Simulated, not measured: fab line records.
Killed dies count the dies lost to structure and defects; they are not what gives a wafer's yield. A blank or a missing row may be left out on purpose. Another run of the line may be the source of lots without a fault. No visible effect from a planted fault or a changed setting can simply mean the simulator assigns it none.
Chamber matching	flow n5 finfet	rie diel-04 running N5_BEOL_M0_SAQP_STRIP_75: 4 sister chambers
The step strips in CF4. 14 wafers are shown with their chamber, then 7 later ones without.

## WAFERS WITH THEIR CHAMBER
wafer	chamber	throttle valve pct (%)	showerhead plenum p Torr (Torr)	oes product au (a.u.)
L076.2	2	13.95	1.82	0.161
L076.3	0	13.64	1.87	0.174
L076.6	2	13.95	1.82	0.157
L081.2	3	13.29	1.83	0.192
L081.3	0	13.68	1.87	0.174
L081.4	1	13.32	1.84	0.171
L082.2	2	13.96	1.82	0.155
L082.3	1	13.33	1.84	0.173
L082.6	0	13.69	1.87	0.182
L085.2	3	13.33	1.83	0.185
L085.3	0	13.70	1.87	0.168
L085.6	0	13.70	1.87	0.169
L090.2	0	13.73	1.86	0.166
L090.3	1	13.36	1.83	0.171

SIGNATURES (means of the wafers above)
reading	chamber 0	chamber 1	chamber 2	chamber 3	scatter within a chamber
throttle valve pct	13.6900	13.3367	13.9533	13.3100	0.0248
showerhead plenum p Torr	1.8683	1.8367	1.8200	1.8300	0.00387
oes product au	0.17217	0.17167	0.15767	0.18850	0.00463
Rule: for each reading, subtract the chamber's mean from the wafer's reading, divide by that reading's scatter and square the result; add these up over the readings and take the root, which gives the wafer's distance from the chamber. The wafer belongs to the nearest chamber; if the next one is less than 2 further off, it can't be placed. The scatter is the square root of a quotient: the sum, over the shown wafers, of each reading's squared deviation from its chamber's mean, divided by wafers minus chambers.

## WAFERS MISSING THEIR CHAMBER
wafer	throttle valve pct (%)	showerhead plenum p Torr (Torr)	oes product au (a.u.)
L090.5	13.37	1.83	0.173
L093.3	13.34	1.83	0.181
L093.5	13.36	1.83	0.183
L093.6	13.46	1.81	0.221
L095.1	13.74	1.86	0.167
L095.2	13.45	1.81	0.201
L095.4	13.35	1.82	0.182

## CHAMBER TAKEN BY EACH
wafer	from the rows above	in truth
L090.5	can't be placed: 1 or 3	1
L093.3	can't be placed: 3 or 1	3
L093.5	can't be placed: 3 or 1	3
L093.6	3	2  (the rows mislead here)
L095.1	0	0
L095.2	3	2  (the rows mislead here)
L095.4	can't be placed: 3 or 1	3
Correct placement for 1 of the 7. Unplaceable from these rows: 4, with the true chamber sitting among the candidates in 4. Number placed wrongly: 2.
